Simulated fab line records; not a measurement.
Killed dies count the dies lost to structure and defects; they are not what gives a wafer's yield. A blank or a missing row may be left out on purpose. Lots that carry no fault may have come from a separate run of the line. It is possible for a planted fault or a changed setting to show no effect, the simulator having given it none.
Which of the tools did it? / flow n5-finfet / 63 wafers from 21 lots sampled at 4 of the route's 1938 steps

## WHAT THE GAUGES SHOWED, per wafer
N5_BEOL_M8_OVL_MEAS_12. Usual: M8_OVL gives 0.3 nm (standard deviation 0.62).
lot=L075; measured=day 9 18:11; on=overlay-01; M8_OVL (nm)=0.2 1.0 -0.5; flag=
lot=L076; measured=day 10 06:26; on=overlay-02; M8_OVL (nm)=0.9 1.6 0.4; flag=
lot=L077; measured=day 10 13:00; on=overlay-01; M8_OVL (nm)=0.5 -0.9 0.1; flag=
lot=L081; measured=day 10 15:02; on=overlay-02; M8_OVL (nm)=0.9 0.4 1.0; flag=
lot=L080; measured=day 10 16:15; on=overlay-02; M8_OVL (nm)=0.3 1.4 1.2; flag=
lot=L079; measured=day 10 18:11; on=overlay-01; M8_OVL (nm)=-0.3 -0.4 0.5; flag=
lot=L078; measured=day 11 01:15; on=overlay-02; M8_OVL (nm)=0.4 0.0 0.5; flag=
lot=L082; measured=day 11 01:25; on=overlay-01; M8_OVL (nm)=-0.1 0.7 1.6; flag=
lot=L083; measured=day 11 11:38; on=overlay-02; M8_OVL (nm)=0.3 0.6 0.6; flag=
lot=L085; measured=day 12 13:41; on=overlay-02; M8_OVL (nm)=0.7 0.1 0.6; flag=
lot=L086; measured=day 13 02:23; on=overlay-01; M8_OVL (nm)=1.5 1.0 0.3; flag=
lot=L089; measured=day 13 02:45; on=overlay-02; M8_OVL (nm)=-0.6 -0.3 -0.2; flag=
lot=L091; measured=day 13 02:49; on=overlay-01; M8_OVL (nm)=-0.8 0.0 0.6; flag=
lot=L090; measured=day 13 09:17; on=overlay-01; M8_OVL (nm)=0.1 0.6 -0.3; flag=
lot=L088; measured=day 13 12:46; on=overlay-02; M8_OVL (nm)=-0.3 -1.0 1.1; flag=
lot=L093; measured=day 13 19:25; on=overlay-02; M8_OVL (nm)=0.3 -0.1 0.2; flag=
lot=L092; measured=day 14 04:37; on=overlay-01; M8_OVL (nm)=0.7 0.1 0.6; flag=
lot=L094; measured=day 14 12:59; on=overlay-02; M8_OVL (nm)=-1.2 0.3 0.6; flag=
lot=L095; measured=day 15 07:44; on=overlay-02; M8_OVL (nm)=0.5 0.5 -0.5; flag=
lot=L096; measured=day 15 07:26; on=overlay-01; M8_OVL (nm)=-0.2 -0.3 -0.2; flag=
lot=L097; measured=day 15 08:14; on=overlay-01; M8_OVL (nm)=0.8 0.5 0.1; flag=

## EACH LOT AND THE TOOL THAT RAN IT (in order: tool; ch and the chambers of the sampled wafers; start)
lot=L075; N5_BEOL_M7_STRIP_80=rie-diel-03 ch 0,2,3, day 9 12:34 or earlier; N5_BEOL_M7_DEGAS_44=pvd-sputter-02, day 9 12:34; N5_BEOL_M7_CMP_52=cmp-02 ch 0,1,3, day 9 14:20
lot=L076; N5_BEOL_M7_STRIP_80=rie-diel-02 ch 0,1, day 10 01:37 or earlier; N5_BEOL_M7_DEGAS_44=pvd-sputter-03, day 10 01:37; N5_BEOL_M7_CMP_52=cmp-03 ch 1,2,3, day 10 03:47
lot=L077; N5_BEOL_M7_STRIP_80=rie-diel-03 ch 2,3, day 10 08:43 or earlier; N5_BEOL_M7_DEGAS_44=pvd-sputter-02, day 10 08:43; N5_BEOL_M7_CMP_52=cmp-03 ch 1,2,3, day 10 10:14
lot=L081; N5_BEOL_M7_STRIP_80=rie-diel-01 ch 2,3, day 10 08:47 or earlier; N5_BEOL_M7_DEGAS_44=pvd-sputter-02, day 10 08:47; N5_BEOL_M7_CMP_52=cmp-02 ch 0,2,3, day 10 12:11
lot=L080; N5_BEOL_M7_STRIP_80=rie-diel-03 ch 1,2, day 10 12:40 or earlier; N5_BEOL_M7_DEGAS_44=pvd-sputter-03, day 10 12:40; N5_BEOL_M7_CMP_52=cmp-04 ch 0,1,2, day 10 14:27
lot=L079; N5_BEOL_M7_STRIP_80=rie-diel-02 ch 0,1,3, day 10 13:07 or earlier; N5_BEOL_M7_DEGAS_44=pvd-sputter-03, day 10 13:07; N5_BEOL_M7_CMP_52=cmp-04 ch 0,1,2, day 10 15:07
lot=L078; N5_BEOL_M7_STRIP_80=rie-diel-02 ch 0,3, day 10 21:19 or earlier; N5_BEOL_M7_DEGAS_44=pvd-sputter-03, day 10 21:19; N5_BEOL_M7_CMP_52=cmp-04 ch 1,2, day 10 22:57
lot=L082; N5_BEOL_M7_STRIP_80=rie-diel-01 ch 0,1,2, day 10 21:28 or earlier; N5_BEOL_M7_DEGAS_44=pvd-sputter-03, day 10 21:28; N5_BEOL_M7_CMP_52=cmp-03 ch 0,1, day 10 23:08
lot=L083; N5_BEOL_M7_STRIP_80=rie-diel-03 ch 0,3, day 11 07:22 or earlier; N5_BEOL_M7_DEGAS_44=pvd-sputter-02, day 11 07:22; N5_BEOL_M7_CMP_52=cmp-03 ch 0,2,3, day 11 08:30
lot=L085; N5_BEOL_M7_STRIP_80=rie-diel-01 ch 1,2,3, day 12 08:13 or earlier; N5_BEOL_M7_DEGAS_44=pvd-sputter-03, day 12 08:13; N5_BEOL_M7_CMP_52=cmp-02 ch 0,2,3, day 12 11:11
lot=L086; N5_BEOL_M7_STRIP_80=rie-diel-01 ch 0,1,3, day 12 19:52 or earlier; N5_BEOL_M7_DEGAS_44=pvd-sputter-02, day 12 19:52; N5_BEOL_M7_CMP_52=cmp-04 ch 0,2,3, day 12 21:52
lot=L089; N5_BEOL_M7_STRIP_80=rie-diel-02 ch 0,1,3, day 12 22:15 or earlier; N5_BEOL_M7_DEGAS_44=pvd-sputter-03, day 12 22:15; N5_BEOL_M7_CMP_52=cmp-02 ch 0,1,2, day 12 23:56
lot=L091; N5_BEOL_M7_STRIP_80=rie-diel-03 ch 0,3, day 12 22:31 or earlier; N5_BEOL_M7_DEGAS_44=pvd-sputter-03, day 12 22:31; N5_BEOL_M7_CMP_52=cmp-02 ch 1,2, day 13 00:13
lot=L090; N5_BEOL_M7_STRIP_80=rie-diel-01 ch 1,2,3, day 13 04:31 or earlier; N5_BEOL_M7_DEGAS_44=pvd-sputter-03, day 13 04:31; N5_BEOL_M7_CMP_52=cmp-04 ch 0,2,3, day 13 06:10
lot=L088; N5_BEOL_M7_STRIP_80=rie-diel-02 ch 0,1, day 13 07:31 or earlier; N5_BEOL_M7_DEGAS_44=pvd-sputter-01, day 13 07:31; N5_BEOL_M7_CMP_52=cmp-03 ch 0,1,3, day 13 09:22
lot=L093; N5_BEOL_M7_STRIP_80=rie-diel-03 ch 0,2, day 13 15:56 or earlier; N5_BEOL_M7_DEGAS_44=pvd-sputter-02, day 13 15:56; N5_BEOL_M7_CMP_52=cmp-03 ch 0,3, day 13 17:13
lot=L092; N5_BEOL_M7_STRIP_80=rie-diel-03 ch 0,3, day 14 00:23 or earlier; N5_BEOL_M7_DEGAS_44=pvd-sputter-02, day 14 00:23; N5_BEOL_M7_CMP_52=cmp-04 ch 0,1,3, day 14 02:21
lot=L094; N5_BEOL_M7_STRIP_80=rie-diel-01 ch 0,1, day 14 09:00 or earlier; N5_BEOL_M7_DEGAS_44=pvd-sputter-02, day 14 09:00; N5_BEOL_M7_CMP_52=cmp-04 ch 0,3, day 14 10:34
lot=L095; N5_BEOL_M7_STRIP_80=rie-diel-03 ch 0,1,2, day 15 00:23 or earlier; N5_BEOL_M7_DEGAS_44=pvd-sputter-03, day 15 00:23; N5_BEOL_M7_CMP_52=cmp-04 ch 0,1,3, day 15 02:09
lot=L096; N5_BEOL_M7_STRIP_80=rie-diel-02 ch 2,3, day 15 00:28 or earlier; N5_BEOL_M7_DEGAS_44=pvd-sputter-03, day 15 00:28; N5_BEOL_M7_CMP_52=cmp-03 ch 1,3, day 15 01:53
lot=L097; N5_BEOL_M7_STRIP_80=rie-diel-01 ch 0,1,3, day 15 02:17 or earlier; N5_BEOL_M7_DEGAS_44=pvd-sputter-01, day 15 02:17; N5_BEOL_M7_CMP_52=cmp-02 ch 0,2, day 15 03:30
- N5_BEOL_M7_STRIP_80: strips in N2/H2, time 10 s.
- N5_BEOL_M7_DEGAS_44: time 60 s.
- N5_BEOL_M7_CMP_52: polishes, stops on SiCOH lowk, t overpolish 6.9 s, target thk 80 nm.

## WHAT THE TOOLS THEMSELVES READ (means of the sampled wafers that have a number; where no wafer has one, the mark that the record gives instead)
N5_BEOL_M7_STRIP_80. Usual: drypump-motor-current-A 5.6 A, standard deviation 0.49; h2-flow-sccm 200.0 sccm, standard deviation 0.52; oes-product-au 0.76 a.u., standard deviation 0.06; rf-vpp-V 59.4 V, standard deviation 0.85; showerhead-plenum-p-Torr 2.58 Torr, standard deviation 0.1; throttle-valve-pct 23.79 %, standard deviation 0.26.
lot=L075; tool=rie-diel-03; drypump-motor-current-A (A)=5.9; h2-flow-sccm (sccm)=199.2; oes-product-au (a.u.)=0.75; rf-vpp-V (V)=58.8; showerhead-plenum-p-Torr (Torr)=2.61; throttle-valve-pct (%)=23.65; flag=
lot=L076; tool=rie-diel-02; drypump-motor-current-A (A)=5.2; h2-flow-sccm (sccm)=199.5; oes-product-au (a.u.)=0.72; rf-vpp-V (V)=59.3; showerhead-plenum-p-Torr (Torr)=2.49; throttle-valve-pct (%)=23.83; flag=
lot=L077; tool=rie-diel-03; drypump-motor-current-A (A)=6.0; h2-flow-sccm (sccm)=200.1; oes-product-au (a.u.)=0.76; rf-vpp-V (V)=59.6; showerhead-plenum-p-Torr (Torr)=2.66; throttle-valve-pct (%)=23.70; flag=
lot=L081; tool=rie-diel-01; drypump-motor-current-A (A)=4.9; h2-flow-sccm (sccm)=199.6; oes-product-au (a.u.)=0.86; rf-vpp-V (V)=60.7; showerhead-plenum-p-Torr (Torr)=2.64; throttle-valve-pct (%)=23.67; flag=
lot=L080; tool=rie-diel-03; drypump-motor-current-A (A)=6.0; h2-flow-sccm (sccm)=199.8; oes-product-au (a.u.)=0.73; rf-vpp-V (V)=58.9; showerhead-plenum-p-Torr (Torr)=2.61; throttle-valve-pct (%)=23.72; flag=
lot=L079; tool=rie-diel-02; drypump-motor-current-A (A)=5.3; h2-flow-sccm (sccm)=200.2; oes-product-au (a.u.)=0.75; rf-vpp-V (V)=59.0; showerhead-plenum-p-Torr (Torr)=2.53; throttle-valve-pct (%)=23.58; flag=
lot=L078; tool=rie-diel-02; drypump-motor-current-A (A)=5.5; h2-flow-sccm (sccm)=199.3; oes-product-au (a.u.)=0.80; rf-vpp-V (V)=59.6; showerhead-plenum-p-Torr (Torr)=2.62; throttle-valve-pct (%)=23.67; flag=
lot=L082; tool=rie-diel-01; drypump-motor-current-A (A)=5.6; h2-flow-sccm (sccm)=199.8; oes-product-au (a.u.)=0.82; rf-vpp-V (V)=60.0; showerhead-plenum-p-Torr (Torr)=2.68; throttle-valve-pct (%)=23.87; flag=
lot=L083; tool=rie-diel-03; drypump-motor-current-A (A)=5.5; h2-flow-sccm (sccm)=199.8; oes-product-au (a.u.)=0.74; rf-vpp-V (V)=59.8; showerhead-plenum-p-Torr (Torr)=2.56; throttle-valve-pct (%)=23.69; flag=
lot=L085; tool=rie-diel-01; drypump-motor-current-A (A)=5.3; h2-flow-sccm (sccm)=199.9; oes-product-au (a.u.)=0.82; rf-vpp-V (V)=60.0; showerhead-plenum-p-Torr (Torr)=2.64; throttle-valve-pct (%)=23.86; flag=
lot=L086; tool=rie-diel-01; drypump-motor-current-A (A)=5.7; h2-flow-sccm (sccm)=199.9; oes-product-au (a.u.)=0.75; rf-vpp-V (V)=58.8; showerhead-plenum-p-Torr (Torr)=2.62; throttle-valve-pct (%)=23.97; flag=
lot=L089; tool=rie-diel-02; drypump-motor-current-A (A)=5.3; h2-flow-sccm (sccm)=199.8; oes-product-au (a.u.)=0.73; rf-vpp-V (V)=58.9; showerhead-plenum-p-Torr (Torr)=2.53; throttle-valve-pct (%)=23.60; flag=
lot=L091; tool=rie-diel-03; drypump-motor-current-A (A)=5.5; h2-flow-sccm (sccm)=199.7; oes-product-au (a.u.)=0.73; rf-vpp-V (V)=58.7; showerhead-plenum-p-Torr (Torr)=2.55; throttle-valve-pct (%)=23.71; flag=
lot=L090; tool=rie-diel-01; drypump-motor-current-A (A)=5.3; h2-flow-sccm (sccm)=199.7; oes-product-au (a.u.)=0.81; rf-vpp-V (V)=59.3; showerhead-plenum-p-Torr (Torr)=2.63; throttle-valve-pct (%)=23.87; flag=
lot=L088; tool=rie-diel-02; drypump-motor-current-A (A)=5.0; h2-flow-sccm (sccm)=200.3; oes-product-au (a.u.)=0.69; rf-vpp-V (V)=59.2; showerhead-plenum-p-Torr (Torr)=2.44; throttle-valve-pct (%)=23.53; flag=
lot=L093; tool=rie-diel-03; drypump-motor-current-A (A)=5.7; h2-flow-sccm (sccm)=200.3; oes-product-au (a.u.)=0.72; rf-vpp-V (V)=59.5; showerhead-plenum-p-Torr (Torr)=2.55; throttle-valve-pct (%)=23.65; flag=
lot=L092; tool=rie-diel-03; drypump-motor-current-A (A)=5.5; h2-flow-sccm (sccm)=200.7; oes-product-au (a.u.)=0.72; rf-vpp-V (V)=60.1; showerhead-plenum-p-Torr (Torr)=2.55; throttle-valve-pct (%)=23.71; flag=
lot=L094; tool=rie-diel-01; drypump-motor-current-A (A)=6.0; h2-flow-sccm (sccm)=199.9; oes-product-au (a.u.)=0.73; rf-vpp-V (V)=59.6; showerhead-plenum-p-Torr (Torr)=2.64; throttle-valve-pct (%)=24.00; flag=
lot=L095; tool=rie-diel-03; drypump-motor-current-A (A)=5.6; h2-flow-sccm (sccm)=200.1; oes-product-au (a.u.)=0.70; rf-vpp-V (V)=59.6; showerhead-plenum-p-Torr (Torr)=2.55; throttle-valve-pct (%)=23.78; flag=
lot=L096; tool=rie-diel-02; drypump-motor-current-A (A)=5.9; h2-flow-sccm (sccm)=200.3; oes-product-au (a.u.)=0.76; rf-vpp-V (V)=59.4; showerhead-plenum-p-Torr (Torr)=2.43; throttle-valve-pct (%)=23.77; flag=
lot=L097; tool=rie-diel-01; drypump-motor-current-A (A)=5.7; h2-flow-sccm (sccm)=200.2; oes-product-au (a.u.)=0.74; rf-vpp-V (V)=60.1; showerhead-plenum-p-Torr (Torr)=2.61; throttle-valve-pct (%)=23.98; flag=

N5_BEOL_M7_DEGAS_44. Usual: 352 W for heater-power-w, sd 25.
lot=L075; tool=pvd-sputter-02; heater-power-w (W)=363; flag=
lot=L076; tool=pvd-sputter-03; heater-power-w (W)=355; flag=
lot=L077; tool=pvd-sputter-02; heater-power-w (W)=362; flag=
lot=L081; tool=pvd-sputter-02; heater-power-w (W)=349; flag=
lot=L080; tool=pvd-sputter-03; heater-power-w (W)=353; flag=
lot=L079; tool=pvd-sputter-03; heater-power-w (W)=354; flag=
lot=L078; tool=pvd-sputter-03; heater-power-w (W)=385; flag=
lot=L082; tool=pvd-sputter-03; heater-power-w (W)=355; flag=
lot=L083; tool=pvd-sputter-02; heater-power-w (W)=354; flag=
lot=L085; tool=pvd-sputter-03; heater-power-w (W)=334; flag=
lot=L086; tool=pvd-sputter-02; heater-power-w (W)=349; flag=
lot=L089; tool=pvd-sputter-03; heater-power-w (W)=359; flag=
lot=L091; tool=pvd-sputter-03; heater-power-w (W)=340; flag=
lot=L090; tool=pvd-sputter-03; heater-power-w (W)=360; flag=
lot=L088; tool=pvd-sputter-01; heater-power-w (W)=325; flag=
lot=L093; tool=pvd-sputter-02; heater-power-w (W)=370; flag=
lot=L092; tool=pvd-sputter-02; heater-power-w (W)=347; flag=
lot=L094; tool=pvd-sputter-02; heater-power-w (W)=357; flag=
lot=L095; tool=pvd-sputter-03; heater-power-w (W)=347; flag=
lot=L096; tool=pvd-sputter-03; heater-power-w (W)=339; flag=
lot=L097; tool=pvd-sputter-01; heater-power-w (W)=353; flag=

N5_BEOL_M7_CMP_52. Usual: barrier-field-endpoint-s 28.9 s, standard deviation 0.74; clearing-platen-rpm 50.000 rpm, standard deviation 0.028; head-pressure-psi 1.0001 psi, standard deviation 0.0024; motor-current-A 6.2 A, standard deviation 0.4; overpolish-run-s 6.899 s, standard deviation 0.008; platen-rpm 50.00 rpm, standard deviation 0.034; time-to-endpoint-s 61.9 s, standard deviation 2.8.
lot=L075; tool=cmp-02; barrier-field-endpoint-s (s)=28.5; clearing-platen-rpm (rpm)=49.990; head-pressure-psi (psi)=0.9989; motor-current-A (A)=6.0; overpolish-run-s (s)=6.903; platen-rpm (rpm)=50.00; time-to-endpoint-s (s)=59.9; flag=
lot=L076; tool=cmp-03; barrier-field-endpoint-s (s)=28.0; clearing-platen-rpm (rpm)=50.003; head-pressure-psi (psi)=0.9983; motor-current-A (A)=6.4; overpolish-run-s (s)=6.890; platen-rpm (rpm)=50.02; time-to-endpoint-s (s)=58.0; flag=
lot=L077; tool=cmp-03; barrier-field-endpoint-s (s)=27.7; clearing-platen-rpm (rpm)=49.980; head-pressure-psi (psi)=1.0000; motor-current-A (A)=6.3; overpolish-run-s (s)=6.904; platen-rpm (rpm)=50.00; time-to-endpoint-s (s)=59.4; flag=
lot=L081; tool=cmp-02; barrier-field-endpoint-s (s)=28.7; clearing-platen-rpm (rpm)=49.986; head-pressure-psi (psi)=1.0001; motor-current-A (A)=6.0; overpolish-run-s (s)=6.897; platen-rpm (rpm)=49.99; time-to-endpoint-s (s)=63.2; flag=
lot=L080; tool=cmp-04; barrier-field-endpoint-s (s)=29.2; clearing-platen-rpm (rpm)=49.975; head-pressure-psi (psi)=1.0005; motor-current-A (A)=6.4; overpolish-run-s (s)=6.906; platen-rpm (rpm)=50.04; time-to-endpoint-s (s)=64.4; flag=
lot=L079; tool=cmp-04; barrier-field-endpoint-s (s)=29.7; clearing-platen-rpm (rpm)=49.969; head-pressure-psi (psi)=0.9986; motor-current-A (A)=6.3; overpolish-run-s (s)=6.899; platen-rpm (rpm)=50.03; time-to-endpoint-s (s)=63.7; flag=
lot=L078; tool=cmp-04; barrier-field-endpoint-s (s)=30.0; clearing-platen-rpm (rpm)=49.988; head-pressure-psi (psi)=0.9993; motor-current-A (A)=6.6; overpolish-run-s (s)=6.898; platen-rpm (rpm)=49.98; time-to-endpoint-s (s)=63.6; flag=
lot=L082; tool=cmp-03; barrier-field-endpoint-s (s)=29.0; clearing-platen-rpm (rpm)=50.004; head-pressure-psi (psi)=0.9997; motor-current-A (A)=5.9; overpolish-run-s (s)=6.906; platen-rpm (rpm)=50.03; time-to-endpoint-s (s)=63.2; flag=
lot=L083; tool=cmp-03; barrier-field-endpoint-s (s)=29.4; clearing-platen-rpm (rpm)=50.005; head-pressure-psi (psi)=1.0008; motor-current-A (A)=6.4; overpolish-run-s (s)=6.905; platen-rpm (rpm)=49.99; time-to-endpoint-s (s)=62.1; flag=
lot=L085; tool=cmp-02; barrier-field-endpoint-s (s)=29.2; clearing-platen-rpm (rpm)=50.007; head-pressure-psi (psi)=1.0004; motor-current-A (A)=6.4; overpolish-run-s (s)=6.895; platen-rpm (rpm)=50.01; time-to-endpoint-s (s)=59.8; flag=
lot=L086; tool=cmp-04; barrier-field-endpoint-s (s)=28.8; clearing-platen-rpm (rpm)=50.052; head-pressure-psi (psi)=0.9995; motor-current-A (A)=5.9; overpolish-run-s (s)=6.891; platen-rpm (rpm)=49.98; time-to-endpoint-s (s)=60.7; flag=
lot=L089; tool=cmp-02; barrier-field-endpoint-s (s)=28.1; clearing-platen-rpm (rpm)=49.993; head-pressure-psi (psi)=1.0004; motor-current-A (A)=6.1; overpolish-run-s (s)=6.908; platen-rpm (rpm)=50.00; time-to-endpoint-s (s)=62.2; flag=
lot=L091; tool=cmp-02; barrier-field-endpoint-s (s)=29.4; clearing-platen-rpm (rpm)=50.013; head-pressure-psi (psi)=0.9986; motor-current-A (A)=6.0; overpolish-run-s (s)=6.901; platen-rpm (rpm)=50.01; time-to-endpoint-s (s)=64.0; flag=
lot=L090; tool=cmp-04; barrier-field-endpoint-s (s)=28.9; clearing-platen-rpm (rpm)=50.008; head-pressure-psi (psi)=1.0012; motor-current-A (A)=6.1; overpolish-run-s (s)=6.897; platen-rpm (rpm)=50.02; time-to-endpoint-s (s)=63.0; flag=
lot=L088; tool=cmp-03; barrier-field-endpoint-s (s)=28.2; clearing-platen-rpm (rpm)=49.993; head-pressure-psi (psi)=0.9967; motor-current-A (A)=6.0; overpolish-run-s (s)=6.896; platen-rpm (rpm)=49.97; time-to-endpoint-s (s)=61.0; flag=
lot=L093; tool=cmp-03; barrier-field-endpoint-s (s)=29.5; clearing-platen-rpm (rpm)=49.989; head-pressure-psi (psi)=1.0007; motor-current-A (A)=6.2; overpolish-run-s (s)=6.902; platen-rpm (rpm)=49.99; time-to-endpoint-s (s)=64.3; flag=
lot=L092; tool=cmp-04; barrier-field-endpoint-s (s)=29.0; clearing-platen-rpm (rpm)=49.995; head-pressure-psi (psi)=1.0010; motor-current-A (A)=5.9; overpolish-run-s (s)=6.897; platen-rpm (rpm)=49.95; time-to-endpoint-s (s)=64.1; flag=
lot=L094; tool=cmp-04; barrier-field-endpoint-s (s)=28.1; clearing-platen-rpm (rpm)=49.999; head-pressure-psi (psi)=0.9976; motor-current-A (A)=5.7; overpolish-run-s (s)=6.903; platen-rpm (rpm)=49.97; time-to-endpoint-s (s)=59.5; flag=
lot=L095; tool=cmp-04; barrier-field-endpoint-s (s)=28.8; clearing-platen-rpm (rpm)=49.985; head-pressure-psi (psi)=1.0023; motor-current-A (A)=6.2; overpolish-run-s (s)=6.904; platen-rpm (rpm)=50.00; time-to-endpoint-s (s)=58.5; flag=
lot=L096; tool=cmp-03; barrier-field-endpoint-s (s)=29.4; clearing-platen-rpm (rpm)=50.021; head-pressure-psi (psi)=0.9986; motor-current-A (A)=6.3; overpolish-run-s (s)=6.901; platen-rpm (rpm)=50.02; time-to-endpoint-s (s)=62.2; flag=
lot=L097; tool=cmp-02; barrier-field-endpoint-s (s)=28.3; clearing-platen-rpm (rpm)=49.958; head-pressure-psi (psi)=1.0007; motor-current-A (A)=6.4; overpolish-run-s (s)=6.898; platen-rpm (rpm)=50.04; time-to-endpoint-s (s)=61.6; flag=

## THE ANSWER, worked out from the rows above alone
Rule: a lot counts as off when the mean over its wafers that have a number is more than 3 standard deviations away from the usual mean. A lot without any number at a reading at which 4 lots or more have one is off too. The other lots that the step has rows for count as sound. After the gauges, taken in route order, come the tools' own readings; for these a lot's mean is taken, as printed above. At the first step where some lot is off, the reading lying furthest off is the one used; lots without a number count as furthest.
No lot is off at any reading shown: from this, nothing can be told.

## WHAT WAS PUT IN BY THE SIMULATOR
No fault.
